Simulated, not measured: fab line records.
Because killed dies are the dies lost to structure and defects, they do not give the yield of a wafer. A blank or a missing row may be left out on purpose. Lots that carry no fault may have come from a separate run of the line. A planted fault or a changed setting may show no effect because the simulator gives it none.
fab line records	flow nand_harc
record lots=5	wafers=15	last_day=32
route steps=1302 shown A_CHANNEL_HOLE_D1@470 A_CHANNEL_FILL_D1@490 END@1302
lots that met no fault: taken from a fault-free run of the same line
start_h: start of the lot's first displayed wafer, in hours after the record's first day	wait_h: hours since the lot's step before	" as in the row above	L1.1+2: a row that stands for several wafers	- no value, or no start was given	* or withheld: withheld	< > ~ a bound
route shown NAME@n: names a module that has steps shown in the file, with the first one's number in the route	usual: average and standard deviation across the fault-free wafers	same: alike in all rows	chamber/n: place in a boat	sites: each site's reading	_std_site: how widely they spread, as a standard deviation	_edge_site: the outer-site mean with the inner-site mean subtracted	radius_mm: for every site, how far away it sits from the centre of the wafer	mask NAME#n: copy n	behind: the tool/chamber that last shaped the wafer	hold: what put the lot on hold/how long, in hours/how the hold closed	device: names the non-switching transistor (n, p or np)	end of line: the tests these same wafers got at the end of their route	a step without rows: its recipe alone	killed: count of dies lost to structure and defects at first sort (not the wafer's yield)	map: a wafer's dies, marking killed ones x, the rest . and places with no die _
set.NAME: the setting the step ran with; set.NAME@STEP: the setting that earlier step ran with	model.NAME: the simulator's own value behind a step, which no gauge read
certain route steps with their lots: each step a table, each wafer a row
services: a tool's chamber out of use, with start hour (start_h, from the record's first day; less than 0 if before it), hours out, and reason
## steps
# step NHARC_A_CHANNEL_HOLE_D1_CD_MEAS_18
# usual cd_nm=100/3.2
lot.wafer	tool	chamber	start_h	wait_h	cd_nm
L186.1	cd_sem-01	-	176.48	-	100
L186.2	"	-	"	"	102
L186.4	"	-	"	"	102
L196.1	cd_sem-02	-	279.71	-	103
L196.4	"	-	"	"	102
L196.5	"	-	"	"	101
L203.2	cd_sem-02	-	348.01	-	100
L203.3	"	-	"	"	101
L203.5	"	-	"	"	95
L206.2	cd_sem-02	-	380.47	-	100
L206.4	"	-	"	"	101
L206.6	"	-	"	"	102
L208.2	cd_sem-01	-	400.30	-	101
L208.3	"	-	"	"	99
L208.6	"	-	"	"	98
# step NHARC_A_CHANNEL_HOLE_D1_ETCH_19
# recipe bias_v=1200	source_w=2500	pressure_mtorr=15	time_s=34.5	ar_flow_sccm=375	c4f8_flow_sccm=28.8	o2_flow_sccm=96.2	temp_c=-20	target_depth_a=*	chemistry=C4F8/O2/Ar
# step NHARC_A_CHANNEL_HOLE_D1_ETCH_20
# recipe bias_v=3000	source_w=withheld	pressure_mtorr=20	time_s=361.9	ar_flow_sccm=375	c4f8_flow_sccm=89.3	o2_flow_sccm=35.7	temp_c=-20	target_depth_a=16000	chemistry=C4F8/O2/Ar
# usual drypump_motor_current_A=5.43/0.18	oes_air_line_au=1.003/0.019	showerhead_plenum_p_Torr=3.67/0.082	throttle_valve_pct=32.155/0.01
lot.wafer	tool	chamber	start_h	wait_h	drypump_motor_current_A	oes_air_line_au	rf_hours_counter_h	showerhead_plenum_p_Torr	throttle_valve_pct
L186.1	har_etch-01	0	178.61	0.1	5.71	0.994	84	3.74	32.145
L186.2	"	1	"	"	5.41	1.013	84	3.65	32.156
L186.4	"	1	"	"	5.43	0.989	-	3.65	32.153
L196.1	har_etch-01	1	279.90	0.1	5.41	0.996	141	3.62	32.152
L196.4	"	1	"	"	5.39	1.002	-	3.62	32.162
L196.5	"	0	"	"	5.69	1.023	-	3.70	32.167
L203.2	har_etch-02	1	348.25	0.1	5.27	0.977	381	3.72	32.146
L203.3	"	0	"	"	5.23	0.994	-	3.55	32.158
L203.5	"	0	"	"	5.26	0.999	-	3.55	32.143
L206.2	har_etch-01	1	380.65	0.1	5.41	1.023	199	3.59	32.137
L206.4	"	0	"	"	5.68	1.039	-	3.67	32.164
L206.6	"	1	"	"	5.45	0.972	-	3.59	32.121
L208.2	har_etch-01	1	402.45	0.1	5.36	1.001	214	3.58	32.166
L208.3	"	1	"	"	5.37	0.997	-	3.58	32.154
L208.6	"	0	"	"	5.72	1.035	-	3.67	32.162
# step NHARC_A_CHANNEL_HOLE_D1_ETCH_21
# recipe bias_v=3000	source_w=withheld	pressure_mtorr=20	time_s=514.3	ar_flow_sccm=375	c4f8_flow_sccm=89.3	o2_flow_sccm=35.7	temp_c=-20	target_depth_a=16000	chemistry=C4F8/O2/Ar
# step NHARC_A_CHANNEL_HOLE_D1_ETCH_22
# recipe bias_v=3000	source_w=withheld	pressure_mtorr=20	time_s=666.7	ar_flow_sccm=375	c4f8_flow_sccm=89.3	o2_flow_sccm=35.7	temp_c=-20	target_depth_a=16000	chemistry=C4F8/O2/Ar
# step NHARC_A_CHANNEL_HOLE_D1_ETCH_23
# recipe bias_v=5000	source_w=withheld	pressure_mtorr=20	time_s=819	ar_flow_sccm=375	c4f8_flow_sccm=89.3	o2_flow_sccm=35.7	temp_c=-20	target_depth_a=16000	chemistry=C4F8/O2/Ar
# step NHARC_A_CHANNEL_HOLE_D1_ETCH_24
# recipe bias_v=5000	source_w=withheld	pressure_mtorr=20	time_s=906.2	ar_flow_sccm=375	c4f8_flow_sccm=93.8	o2_flow_sccm=31.2	temp_c=-20	target_depth_a=15000	chemistry=C4F8/O2/Ar
# step NHARC_A_CHANNEL_HOLE_D1_ETCH_25
# recipe bias_v=5000	source_w=withheld	pressure_mtorr=20	time_s=1040.2	ar_flow_sccm=375	c4f8_flow_sccm=93.8	o2_flow_sccm=31.2	temp_c=-20	target_depth_a=15000	chemistry=C4F8/O2/Ar
# usual drypump_motor_current_A=5.43/0.18	oes_air_line_au=1.004/0.022	showerhead_plenum_p_Torr=3.67/0.082	throttle_valve_pct=32.235/0.0094
lot.wafer	tool	chamber	start_h	wait_h	drypump_motor_current_A	oes_air_line_au	rf_hours_counter_h	showerhead_plenum_p_Torr	throttle_valve_pct
L186.1	har_etch-01	0	181.42	0.6	5.68	1.014	87	3.73	32.236
L186.2	"	1	"	"	5.39	1.025	87	3.64	32.229
L186.4	"	1	"	"	5.42	0.995	-	3.64	32.234
L196.1	har_etch-01	1	282.68	0.6	5.41	1.014	144	3.61	32.239
L196.4	"	1	"	"	5.40	0.999	-	3.61	32.231
L196.5	"	0	"	"	5.72	0.985	-	3.70	32.243
L203.2	har_etch-02	1	351.12	0.6	5.27	0.978	384	3.71	32.238
L203.3	"	0	"	"	5.27	0.972	-	3.55	32.236
L203.5	"	0	"	"	5.32	0.962	-	3.55	32.243
L206.2	har_etch-01	1	383.44	0.6	5.42	0.988	202	3.58	32.224
L206.4	"	0	"	"	5.68	0.982	-	3.67	32.247
L206.6	"	1	"	"	5.38	0.984	-	3.58	32.233
L208.2	har_etch-01	1	405.25	0.6	5.42	0.969	217	3.58	32.246
L208.3	"	1	"	"	5.40	0.964	-	3.57	32.231
L208.6	"	0	"	"	5.71	0.995	-	3.66	32.241
# step NHARC_A_CHANNEL_HOLE_D1_ETCH_26
# recipe bias_v=300	source_w=2000	pressure_mtorr=30	time_s=224.1	ar_flow_sccm=375	c4f8_flow_sccm=11.4	o2_flow_sccm=113.6	temp_c=-20	target_depth_a=3000	chemistry=C4F8/O2/Ar
# usual drypump_motor_current_A=5.43/0.18	oes_air_line_au=1.001/0.022	showerhead_plenum_p_Torr=3.71/0.086	throttle_valve_pct=24.584/0.01
lot.wafer	tool	chamber	start_h	wait_h	drypump_motor_current_A	oes_air_line_au	rf_hours_counter_h	showerhead_plenum_p_Torr	throttle_valve_pct
L186.1	har_etch-01	0	182.29	0.7	5.68	1.018	87	3.78	24.608
L186.2	"	1	"	"	5.38	1.003	87	3.69	24.582
L186.4	"	1	"	"	5.40	1.027	-	3.69	24.591
L196.1	har_etch-01	1	283.57	0.7	5.38	0.983	145	3.66	24.579
L196.4	"	1	"	"	5.41	1.000	-	3.66	24.588
L196.5	"	0	"	"	5.70	0.942	-	3.75	24.587
L203.2	har_etch-02	1	351.89	0.6	5.25	1.029	385	3.76	24.574
L203.3	"	0	"	"	5.27	1.019	-	3.59	24.592
L203.5	"	0	"	"	5.24	0.978	-	3.59	24.587
L206.2	har_etch-01	1	384.32	0.7	5.40	0.969	202	3.63	24.565
L206.4	"	0	"	"	5.70	0.983	-	3.72	24.562
L206.6	"	1	"	"	5.41	0.951	-	3.63	24.574
L208.2	har_etch-01	1	406.12	0.7	5.41	0.985	218	3.62	24.582
L208.3	"	1	"	"	5.41	0.998	-	3.62	24.584
L208.6	"	0	"	"	5.67	1.021	-	3.71	24.590
# step NHARC_A_CHANNEL_HOLE_D1_ETCH_33
# recipe bias_v=400	source_w=2000	pressure_mtorr=25	time_s=90	ar_flow_sccm=375	c4f8_flow_sccm=41.7	o2_flow_sccm=83.3	temp_c=-20	target_depth_a=4000	chemistry=C4F8/O2/Ar
# step NHARC_A_CHANNEL_HOLE_D1_STRIP_41
# recipe n2_flow_sccm=150	h2_flow_sccm=150	ar_flow_sccm=0	bias_w=0	chemistry=N2/H2
# step NHARC_A_CHANNEL_HOLE_D1_STRIP_42
# recipe cf4_flow_sccm=100	chf3_flow_sccm=30	ar_flow_sccm=0	bias_w=0	chemistry=CF4/CHF3
# step NHARC_A_CHANNEL_HOLE_D1_STRIP_43
# recipe o2_flow_sccm=400	cos_flow_sccm=20	ar_flow_sccm=0	bias_w=0	chemistry=O2/COS
lot.wafer	tool	chamber	start_h	wait_h
L186.2+1+4	rie_diel-02	0,3,2	183.20	0.1
L196.4+1+5	rie_diel-10	0,2,3	284.46	0.1
L203.3+2+5	rie_diel-10	0,2,3	352.74	0.1
L206.4+2+6	rie_diel-02	1,3,0	385.21	0.1
L208.2+3+6	rie_diel-02	3,1,0	407.01	0.0
# step NHARC_A_CHANNEL_HOLE_D1_ETCH_44
# recipe target_depth_a=1400	overetch_a=140	time_s=77	ion_energy_ev=100	cf4_flow_sccm=80	o2_flow_sccm=20	ar_flow_sccm=0	rf_w=300	bias_w=100	chemistry=CF4/O2
# step NHARC_A_CHANNEL_HOLE_D1_STRIP_27
# recipe o2_flow_sccm=500	ar_flow_sccm=0	bias_w=0	chemistry=O2
# usual drypump_motor_current_A=5.7/0.47	oes_product_au=1.000/0.015	rf_vpp_V=57.5/0.89	showerhead_plenum_p_Torr=3.45/0.087	throttle_valve_pct=17.037/0.0087
lot.wafer	tool	chamber	start_h	wait_h	drypump_motor_current_A	oes_product_au	rf_hours_counter_h	rf_vpp_V	showerhead_plenum_p_Torr	throttle_valve_pct
L186.1	rie_diel-02	2	-	-	5.7	1.005	37	58.2	3.37	17.031
L186.2	"	3	"	"	5.3	1.020	44	56.9	3.37	17.048
L186.4	"	0	"	"	6.1	0.998	-	58.2	3.56	17.041
L196.1	rie_diel-10	2	-	-	5.0	1.027	4	57.4	3.38	17.039
L196.4	"	3	"	"	6.3	1.002	3	56.4	3.43	17.023
L196.5	"	2	"	"	5.0	1.007	-	58.3	3.38	17.031
L203.2	rie_diel-10	1	-	-	5.6	0.972	9	57.3	3.42	17.027
L203.3	"	0	"	"	6.0	1.003	8	57.9	3.57	17.027
L203.5	"	2	"	"	4.9	1.012	-	57.6	3.38	17.052
L206.4	rie_diel-02	0	-	-	6.1	1.010	55	57.4	3.52	17.050
L206.2	"	1	"	"	6.0	1.028	54	57.9	3.57	17.040
L206.6	"	3	"	"	5.3	1.020	-	57.5	3.34	17.029
L208.2	rie_diel-02	3	-	-	5.2	1.017	1	56.1	3.33	17.044
L208.3	"	0	"	"	6.1	1.016	1	58.0	3.51	17.029
L208.6	"	0	"	"	6.1	1.018	-	56.9	3.51	17.049
# step NHARC_A_CHANNEL_HOLE_D1_PRECLEAN_28
# recipe time_s=*	temp_c=50	bath_age_min=0	chemistry=SC1
# step NHARC_A_CHANNEL_HOLE_D1_SRD_29
# step NHARC_A_CHANNEL_HOLE_D1_CD_MEAS_30
# usual cd_nm=90.9/1.8
lot.wafer	tool	chamber	start_h	wait_h	cd_nm
L186.1	cd_sem-01	-	184.19	-	89.1
L186.2	"	-	"	"	91.3
L186.4	"	-	"	"	91.9
L196.1	cd_sem-01	-	285.31	-	90.2
L196.4	"	-	"	"	90.6
L196.5	"	-	"	"	90.0
L203.2	cd_sem-01	-	353.60	-	89.8
L203.3	"	-	"	"	87.1
L203.5	"	-	"	"	87.8
L206.2	cd_sem-01	-	386.14	-	91.5
L206.4	"	-	"	"	91.9
L206.6	"	-	"	"	92.3
L208.2	cd_sem-01	-	407.88	-	91.1
L208.3	"	-	"	"	89.4
L208.6	"	-	"	"	92.2
# step NHARC_A_CHANNEL_HOLE_D1_XSEM_31
# recipe landing_energy_ev=35000
# usual bot_cd_nm=75.6/1.8	bow_nm=8.7/0.35	tilt_deg=0.08/0.033
lot.wafer	tool	chamber	start_h	wait_h	bot_cd_nm	bow_nm	tilt_deg
L186.1	xsem-01	0	184.28	0.1	74.1	8.7	0.12
L186.2	"	0	"	"	75.4	8.7	0.12
L186.4	"	0	"	"	76.2	8.7	0.12
L196.1	xsem-02	0	285.40	0.1	76.4	8.8	0.05
L196.4	"	0	"	"	76.9	8.8	0.05
L196.5	"	0	"	"	74.7	8.7	0.05
L203.2	xsem-02	0	353.69	0.1	74.9	8.4	0.07
L203.3	"	0	"	"	72.0	8.4	0.07
L203.5	"	0	"	"	73.1	8.4	0.07
L206.2	xsem-02	0	386.23	0.1	76.7	8.8	0.08
L206.4	"	0	"	"	76.5	8.8	0.09
L206.6	"	0	"	"	77.4	8.8	0.08
L208.2	xsem-02	0	407.97	0.1	75.5	9.3	0.08
L208.3	"	0	"	"	73.4	9.3	0.08
L208.6	"	0	"	"	76.2	9.3	0.08
# step NHARC_A_CHANNEL_HOLE_D1_INSPECT_40
# usual raw_defect_count=69/24
lot.wafer	tool	chamber	start_h	wait_h	raw_defect_count
L186.1	defect_inspect-02	-	184.38	-	47
L186.2	"	-	"	"	51
L186.4	"	-	"	"	47
L196.1	defect_inspect-01	-	285.50	-	39
L196.4	"	-	"	"	33
L196.5	"	-	"	"	49
L203.2	defect_inspect-02	-	353.79	-	74
L203.3	"	-	"	"	75
L203.5	"	-	"	"	594
L206.2	defect_inspect-02	-	386.33	-	63
L206.4	"	-	"	"	64
L206.6	"	-	"	"	56
L208.2	defect_inspect-02	-	408.07	-	83
L208.3	"	-	"	"	58
L208.6	"	-	"	"	84
# step NHARC_A_CHANNEL_FILL_D1_PRECLEAN_00
# recipe time_s=*	temp_c=50	bath_age_min=0	chemistry=SC1
# step NHARC_END_SORT_01
# recipe temp_c=25
# usual killed_at_array=52/18	killed_at_other=1.0/1.4	killed_at_periphery=3.1/2.3	killed_dies=56/17	killed_open=3.0/1.7	killed_short=2.5/1.7
# same gross_dies=677
lot.wafer	tool	chamber	start_h	wait_h	killed_at_array	killed_at_other	killed_at_periphery	killed_dies	killed_open	killed_short
L186.1	prober-02	0	553.27	2.5	50	0	2	52	4	1
L186.2	prober-02	0	554.06	2.8	42	0	6	48	6	6
L186.4	prober-02	0	555.63	3.4	35	0	2	37	3	3
L196.1	prober-01	0	657.89	2.5	63	2	0	65	3	5
L196.4	prober-01	0	660.31	3.4	50	0	4	54	8	3
L196.5	prober-01	0	661.12	3.7	64	1	3	68	4	5
L203.2	prober-01	0	710.66	2.8	49	0	2	51	5	3
L203.3	prober-01	0	711.46	3.1	44	0	3	47	2	2
L203.5	prober-01	0	713.05	3.7	132	0	3	135	1	5
L206.2	prober-01	0	746.94	2.8	63	0	2	65	4	3
L206.4	prober-01	0	748.52	3.4	68	0	2	70	3	5
L206.6	prober-01	0	750.10	4.0	65	1	2	68	4	0
L208.2	prober-01	0	773.30	2.8	59	1	3	63	3	4
L208.3	prober-01	0	774.11	3.1	56	1	0	57	2	3
L208.6	prober-01	0	776.55	4.1	60	2	1	63	1	2
# killed by level:class
L186.1 A_CHANNEL_HOLE_D2:chamber_film_flake=39 A_CONTACT:chamber_film_flake=4 P_CONTACT:geometric_particle:open=1 P_M0:geometric_particle:open=1 A_ONON_D2:geometric_particle:short=1 A_CHANNEL_FILL_D2:geometric_particle:open=1 A_M0:geometric_particle:open=1 A_CHANNEL_HOLE_D1:chamber_film_flake=1
L186.2 A_CHANNEL_HOLE_D2:chamber_film_flake=21 A_ONON_D2:geometric_particle:short=3 A_STAIRCASE:chamber_film_flake=3 A_CONTACT:chamber_film_flake=3 P_GATE:chamber_film_flake=2 A_WL_FILL:chamber_film_flake=2 P_STI:geometric_particle:open=1 P_CONTACT:geometric_particle:open=1
L186.4 A_CHANNEL_HOLE_D2:chamber_film_flake=22 A_WL_FILL:chamber_film_flake=2 A_ZERO_WELL:chamber_film_flake=2 A_CONTACT:chamber_film_flake=2 P_CONTACT:geometric_particle:open=1 A_SOURCE_PLATE:geometric_particle:open=1 A_CHANNEL_FILL_D1:geometric_particle:short=1 A_WL_FILL:geometric_particle:short=1
L196.1 A_SLIT:chamber_film_flake=23 A_CHANNEL_HOLE_D2:chamber_film_flake=20 A_CHANNEL_HOLE_D1:chamber_film_flake=4 A_STAIRCASE:chamber_film_flake=3 A_CHANNEL_FILL_D2:chamber_film_flake=2 THIN_TSV:chamber_film_flake=2 A_DECK1_JOINT:geometric_particle:open=1 A_DECK1_JOINT:geometric_particle:short=1
L196.4 A_SLIT:chamber_film_flake=23 A_CHANNEL_HOLE_D2:chamber_film_flake=11 A_STAIRCASE:chamber_film_flake=6 P_CONTACT:geometric_particle:open=2 P_M0:geometric_particle:short=1 P_M0:geometric_particle:open=1 A_CHANNEL_HOLE_D1:geometric_particle:open=1 A_CHANNEL_FILL_D1:geometric_particle:open=1
L196.5 A_SLIT:chamber_film_flake=32 A_CHANNEL_HOLE_D2:chamber_film_flake=14 A_CHANNEL_HOLE_D1:chamber_film_flake=4 A_CHANNEL_FILL_D1:chamber_film_flake=3 A_STAIRCASE:chamber_film_flake=3 P_CONTACT:geometric_particle:short=1 P_M0:geometric_particle:open=1 P_M1:geometric_particle:open=1
L203.2 A_CHANNEL_HOLE_D1:chamber_film_flake=23 A_CONTACT:chamber_film_flake=7 A_STAIRCASE:chamber_film_flake=5 A_SLIT:chamber_film_flake=4 A_CHANNEL_FILL_D2:geometric_particle:open=2 A_CHANNEL_FILL_D1:chamber_film_flake=2 P_CONTACT:geometric_particle:open=1 A_CHANNEL_FILL_D1:geometric_particle:open=1
L203.3 A_CHANNEL_HOLE_D1:chamber_film_flake=27 A_STAIRCASE:chamber_film_flake=5 A_SLIT:chamber_film_flake=3 A_CONTACT:chamber_film_flake=3 P_GATE:chamber_film_flake=2 A_BLC:chamber_film_flake=2 P_M1:geometric_particle:open=1 A_CHANNEL_HOLE_D1:geometric_particle:short=1
L203.5 A_CHANNEL_HOLE_D1:unspecified=83 A_CHANNEL_HOLE_D1:chamber_film_flake=24 A_CONTACT:chamber_film_flake=13 A_SLIT:chamber_film_flake=4 A_STAIRCASE:chamber_film_flake=3 A_WL_FILL:geometric_particle:short=2 P_STI:geometric_particle:short=1 P_M0:geometric_particle:short=1
L206.2 A_CHANNEL_HOLE_D2:chamber_film_flake=19 A_SLIT:chamber_film_flake=18 A_CHANNEL_HOLE_D1:chamber_film_flake=12 A_STAIRCASE:chamber_film_flake=5 A_CONTACT:chamber_film_flake=3 A_CHANNEL_FILL_D1:geometric_particle:open=2 P_GATE:geometric_particle:open=1 P_CONTACT:geometric_particle:open=1
L206.4 A_CHANNEL_HOLE_D2:chamber_film_flake=22 A_SLIT:chamber_film_flake=20 A_CHANNEL_HOLE_D1:chamber_film_flake=9 A_STAIRCASE:chamber_film_flake=6 A_CONTACT:chamber_film_flake=3 A_ONON_D2:geometric_particle:short=2 A_DECK1_JOINT:chamber_film_flake=2 P_CONTACT:geometric_particle:short=1
L206.6 A_SLIT:chamber_film_flake=27 A_CHANNEL_HOLE_D2:chamber_film_flake=19 A_CHANNEL_HOLE_D1:chamber_film_flake=7 A_STAIRCASE:chamber_film_flake=6 A_DECK1_JOINT:chamber_film_flake=2 P_CONTACT:geometric_particle:open=1 A_DECK1_JOINT:geometric_particle:open=1 A_WL_FILL:geometric_particle:open=1
L208.2 A_CHANNEL_HOLE_D2:chamber_film_flake=20 A_CHANNEL_HOLE_D1:chamber_film_flake=14 A_SLIT:chamber_film_flake=7 A_CONTACT:chamber_film_flake=4 A_CHANNEL_FILL_D2:geometric_particle:short=2 A_STAIRCASE:chamber_film_flake=2 P_STI:chamber_film_flake=2 A_CHANNEL_FILL_D1:chamber_film_flake=2
L208.3 A_CHANNEL_HOLE_D2:chamber_film_flake=20 A_CHANNEL_HOLE_D1:chamber_film_flake=16 A_STAIRCASE:chamber_film_flake=5 A_SLIT:chamber_film_flake=5 A_M1:chamber_film_flake=2 A_ONON_D1:geometric_particle:open=1 A_DECK1_JOINT:geometric_particle:short=1 A_ONON_D2:geometric_particle:short=1
L208.6 A_CHANNEL_HOLE_D2:chamber_film_flake=22 A_CHANNEL_HOLE_D1:chamber_film_flake=13 A_SLIT:chamber_film_flake=9 A_CONTACT:chamber_film_flake=7 A_CHANNEL_FILL_D1:chamber_film_flake=2 THIN_TSV:chamber_film_flake=2 A_DECK1_JOINT:geometric_particle:short=1 A_CHANNEL_HOLE_D2:geometric_particle:short=1
# map L203.5 (x killed, . not)
____________.____________
_________......._________
_______..........._______
______.............______
_____......x........_____
____.................____
____.................____
___...................___
___...................___
__....................x__
__..................x..__
_.....x................._
_......................._
_......x.............x.._
_....x.................._
_....xxxxxxx............_
.....xxxxx............x..
....xxxxxxx..............
....xxxxxxxx.............
..x.xxxxxxx..............
....xxxxxxxx............x
_.x.xxxxxxxxx..........._
_.xx.xxxxxxxx..........._
_...xxxxxxx..xx........._
_....xxxxxxx....x...x..._
_.....xxxxxx........x..._
__...x..xxxx...........__
__.....x.xxx.x....x....__
___....xxxx.x...xxx.x.___
___..x.xxxxxxx........___
____......xx...x.x...____
____.x.xx............____
_____..............x_____
______...x.......x.______
_______..........._______
_________......._________
____________.____________
# map L196.5 (x killed, . not)
____________.____________
_________......._________
_______..........._______
______.............______
_____..............._____
____....x............____
____.................____
___...................___
___...................___
__.....................__
__.....................__
_...........x..x........_
_..............x........_
_......................._
_....x....x............._
_......................._
.........................
.........................
.......x.................
.....xx..................
.........................
_....x...........x......_
_......................._
_x.......x.............._
_......................._
_.........x.........x..._
__.....x..x.x..........__
__.........x...x.......__
___........xxx........___
___......xxxxx........___
____...xxxxxx.xx...x.____
____.....xxxxxxxx....____
_____....x.xxxxxx..._____
______...xxxxxx.x..______
_______..x.xxx.xxx_______
_________....x.x_________
____________.____________
## services
tool	chamber	start_h	hours	kind
rie_diel-02	0	173.06	6.3	repair
rie_diel-02	1	173.68	-	clean
rie_diel-02	2	173.68	-	clean
rie_diel-02	3	173.68	-	clean
rie_diel-02	1	175.62	11.2	repair
rie_diel-10	0	186.44	9.7	repair
rie_diel-02	0	200.33	-	clean
rie_diel-02	1	200.33	-	clean
rie_diel-02	2	200.33	-	clean
rie_diel-10	0	204.77	7.2	repair
rie_diel-10	1	206.47	4.1	repair
rie_diel-02	-	217.35	9.0	pm
rie_diel-10	-	242.50	9.0	pm
rie_diel-02	0	246.34	2.0	repair
rie_diel-02	1	250.84	4.1	repair
rie_diel-02	2	270.03	1.9	repair
rie_diel-02	1	352.67	2.9	repair
rie_diel-10	0	366.22	3.1	repair
xsem-01	-	374.00	14.0	pm
har_etch-02	-	379.55	17.0	pm
rie_diel-10	3	380.62	2.5	repair
rie_diel-10	0	391.42	5.9	repair
rie_diel-02	-	394.35	9.0	pm
xsem-02	-	397.72	1.8	repair
## key
first_sign step=NHARC_A_CHANNEL_HOLE_D1_INSPECT_40	reading=raw_defect_count	direction=up	sigmas=22	usual=69	struck=594
effect step=NHARC_END_SORT_01	reading=killed_dies	direction=up	sigmas=4.6	usual=56	struck=135
more_kills_born_at NHARC_A_CHANNEL_HOLE_D1_STRIP_43@rie_diel-10=83
met_at NHARC_A_CHANNEL_HOLE_D1_STRIP_43
struck_wafers L203.5
tester_left_out L203
onset_between 284.46 352.74
fault kind=chamber_particle_source	tool=rie_diel-10	chamber=3	onset_h=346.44	steps=NHARC_A_CHANNEL_HOLE_D1_STRIP_43	rate_per_visit_cm2=0.81656	end_h=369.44
# tester_left_out: of these lots the tester's yield and bins aren't shown, on N5 and GAA mostly nor the transistor test; their killed dies are dies lost to structure and defects alone, not to doping, threshold or leakage, so they don't give the yield
